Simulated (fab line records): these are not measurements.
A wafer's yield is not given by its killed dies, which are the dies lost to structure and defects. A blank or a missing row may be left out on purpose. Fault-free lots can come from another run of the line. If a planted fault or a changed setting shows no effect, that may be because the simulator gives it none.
Chamber matching || flow nand-harc || 4 sister chambers for NHARC_P_M0_STRIP_18 on rie-diel-11
The step strips in N2/H2. 14 wafers are shown with their chamber, then 7 later ones without.

WAFERS PAIRED WITH THEIR CHAMBERS
{"wafer": "L761.1", "chamber": 2, "showerhead-plenum-p-Torr (Torr)": 1.95, "oes-product-au (a.u.)": 0.989, "throttle-valve-pct (%)": 14.174}
{"wafer": "L761.4", "chamber": 1, "showerhead-plenum-p-Torr (Torr)": 1.89, "oes-product-au (a.u.)": 0.970, "throttle-valve-pct (%)": 14.168}
{"wafer": "L761.5", "chamber": 3, "showerhead-plenum-p-Torr (Torr)": 2.06, "oes-product-au (a.u.)": 0.983, "throttle-valve-pct (%)": 14.171}
{"wafer": "L763.1", "chamber": 0, "showerhead-plenum-p-Torr (Torr)": 1.88, "oes-product-au (a.u.)": 0.993, "throttle-valve-pct (%)": 14.172}
{"wafer": "L763.4", "chamber": 1, "showerhead-plenum-p-Torr (Torr)": 1.89, "oes-product-au (a.u.)": 0.989, "throttle-valve-pct (%)": 14.180}
{"wafer": "L763.6", "chamber": 0, "showerhead-plenum-p-Torr (Torr)": 1.88, "oes-product-au (a.u.)": 1.004, "throttle-valve-pct (%)": 14.155}
{"wafer": "L766.1", "chamber": 2, "showerhead-plenum-p-Torr (Torr)": 1.95, "oes-product-au (a.u.)": 0.979, "throttle-valve-pct (%)": 14.175}
{"wafer": "L766.3", "chamber": 1, "showerhead-plenum-p-Torr (Torr)": 1.89, "oes-product-au (a.u.)": 0.987, "throttle-valve-pct (%)": 14.175}
{"wafer": "L766.6", "chamber": 2, "showerhead-plenum-p-Torr (Torr)": 1.95, "oes-product-au (a.u.)": 0.982, "throttle-valve-pct (%)": 14.173}
{"wafer": "L767.2", "chamber": 0, "showerhead-plenum-p-Torr (Torr)": 1.88, "oes-product-au (a.u.)": 1.002, "throttle-valve-pct (%)": 14.168}
{"wafer": "L767.3", "chamber": 2, "showerhead-plenum-p-Torr (Torr)": 1.95, "oes-product-au (a.u.)": 0.967, "throttle-valve-pct (%)": 14.165}
{"wafer": "L767.4", "chamber": 1, "showerhead-plenum-p-Torr (Torr)": 1.89, "oes-product-au (a.u.)": 1.000, "throttle-valve-pct (%)": 14.194}
{"wafer": "L770.4", "chamber": 3, "showerhead-plenum-p-Torr (Torr)": 2.05, "oes-product-au (a.u.)": 0.990, "throttle-valve-pct (%)": 14.173}
{"wafer": "L770.5", "chamber": 0, "showerhead-plenum-p-Torr (Torr)": 1.88, "oes-product-au (a.u.)": 1.012, "throttle-valve-pct (%)": 14.177}

SIGNATURES (means of the wafers above)
{"reading": "showerhead-plenum-p-Torr", "chamber 0": 1.8800, "chamber 1": 1.8900, "chamber 2": 1.9500, "chamber 3": 2.0550, "scatter within a chamber": 0.00224}
{"reading": "oes-product-au", "chamber 0": 1.00275, "chamber 1": 0.98650, "chamber 2": 0.97925, "chamber 3": 0.98650, "scatter within a chamber": 0.0096}
{"reading": "throttle-valve-pct", "chamber 0": 14.16800, "chamber 1": 14.17925, "chamber 2": 14.17175, "chamber 3": 14.17200, "scatter within a chamber": 0.00833}
Rule: for a wafer and a chamber, the distance is found by dividing, reading by reading, the gap between the wafer's reading and the chamber's mean by the reading's scatter, squaring, summing and taking the root. If the next closest chamber is less than 2 further off than the closest, the wafer can't be placed; otherwise it belongs to the closest. The scatter: the root of (the sum of the squares of (reading less its chamber's mean) over the shown wafers, divided by (wafers less chambers)).

WAFERS WHOSE CHAMBER IS MISSING
{"wafer": "L770.6", "showerhead-plenum-p-Torr (Torr)": 1.89, "oes-product-au (a.u.)": 0.990, "throttle-valve-pct (%)": 14.167}
{"wafer": "L779.2", "showerhead-plenum-p-Torr (Torr)": 1.94, "oes-product-au (a.u.)": 0.976, "throttle-valve-pct (%)": 14.166}
{"wafer": "L779.5", "showerhead-plenum-p-Torr (Torr)": 1.94, "oes-product-au (a.u.)": 0.994, "throttle-valve-pct (%)": 14.177}
{"wafer": "L779.6", "showerhead-plenum-p-Torr (Torr)": 2.05, "oes-product-au (a.u.)": 0.993, "throttle-valve-pct (%)": 14.168}
{"wafer": "L780.1", "showerhead-plenum-p-Torr (Torr)": 2.05, "oes-product-au (a.u.)": 0.993, "throttle-valve-pct (%)": 14.167}
{"wafer": "L780.3", "showerhead-plenum-p-Torr (Torr)": 1.94, "oes-product-au (a.u.)": 0.986, "throttle-valve-pct (%)": 14.168}
{"wafer": "L780.6", "showerhead-plenum-p-Torr (Torr)": 1.88, "oes-product-au (a.u.)": 0.997, "throttle-valve-pct (%)": 14.164}

CHAMBER TAKEN BY EACH
{"wafer": "L770.6", "from the rows above": 1, "in truth": 1}
{"wafer": "L779.2", "from the rows above": 2, "in truth": 2}
{"wafer": "L779.5", "from the rows above": 2, "in truth": 2}
{"wafer": "L779.6", "from the rows above": 3, "in truth": 3}
{"wafer": "L780.1", "from the rows above": 3, "in truth": 3}
{"wafer": "L780.3", "from the rows above": 2, "in truth": 2}
{"wafer": "L780.6", "from the rows above": 0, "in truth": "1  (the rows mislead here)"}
6 of 7 placed correctly. Can't be placed from these rows: 0. Wrongly placed: 1.
